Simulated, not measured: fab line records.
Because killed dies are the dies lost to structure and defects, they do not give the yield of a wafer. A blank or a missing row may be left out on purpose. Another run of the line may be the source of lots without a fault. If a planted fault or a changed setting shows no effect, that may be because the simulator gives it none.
Which tool is to blame? || flow nand_harc || at 1 step of a route of 1159, 12 lots with 36 wafers sampled

== WHAT EACH GAUGE READ, for each wafer ==
NHARC_A_CONTACT_OVL_MEAS_70.
{"lot": "L076", "measured": "day 17 10:46", "on": "overlay-02", "overlay_x_nm (nm)": "0.1 -0.2 0.1"}
{"lot": "L075", "measured": "day 17 16:34", "on": "overlay-02", "overlay_x_nm (nm)": "-1.8 -1.4 -1.9"}
{"lot": "L078", "measured": "day 18 11:05", "on": "overlay-02", "overlay_x_nm (nm)": "1.1 0.4 0.9"}
{"lot": "L080", "measured": "day 19 03:50", "on": "overlay-01", "overlay_x_nm (nm)": "-0.2 0.2 0.1"}
{"lot": "L084", "measured": "day 19 13:13", "on": "overlay-02", "overlay_x_nm (nm)": "-1.0 -1.4 -0.6"}
{"lot": "L085", "measured": "day 19 18:46", "on": "overlay-02", "overlay_x_nm (nm)": "-0.5 -0.5 -0.7"}
{"lot": "L089", "measured": "day 20 00:04", "on": "overlay-02", "overlay_x_nm (nm)": "-0.5 -0.3 -0.8"}
{"lot": "L086", "measured": "day 20 06:13", "on": "overlay-02", "overlay_x_nm (nm)": "0.4 0.2 0.3"}
{"lot": "L088", "measured": "day 20 11:25", "on": "overlay-01", "overlay_x_nm (nm)": "-0.8 -0.1 -0.8"}
{"lot": "L093", "measured": "day 21 10:43", "on": "overlay-01", "overlay_x_nm (nm)": "0.4 0.6 0.2"}
{"lot": "L094", "measured": "day 22 03:47", "on": "overlay-02", "overlay_x_nm (nm)": "0.5 0.3 0.5"}
{"lot": "L097", "measured": "day 22 13:02", "on": "overlay-01", "overlay_x_nm (nm)": "-0.2 -0.7 -0.6"}

== WHICH TOOL RAN EACH LOT (tool, then ch and the chambers of the sampled wafers, then the start) ==
Before these readings, the record contains no process step.

== THE ANSWER, worked out from the rows above alone ==
Rule: usual is defined by the lots themselves. The widest of any qualifying gaps counts: lots, ordered by their means at a reading, are off when they make up no more than a third of the lots, leave a main group of 4 or more, and stand apart from it by 3 or more times the standard deviation of that group's means. Not used: any main group whose means are identical at the precision the tables above print for the reading. A lot without any number at a reading at which 4 lots or more have one is off too. The other lots that the step has rows for count as sound.
Nothing can be told from this: no lot is off at any reading shown.

== WHAT HAD BEEN PUT IN BY THE SIMULATOR ==
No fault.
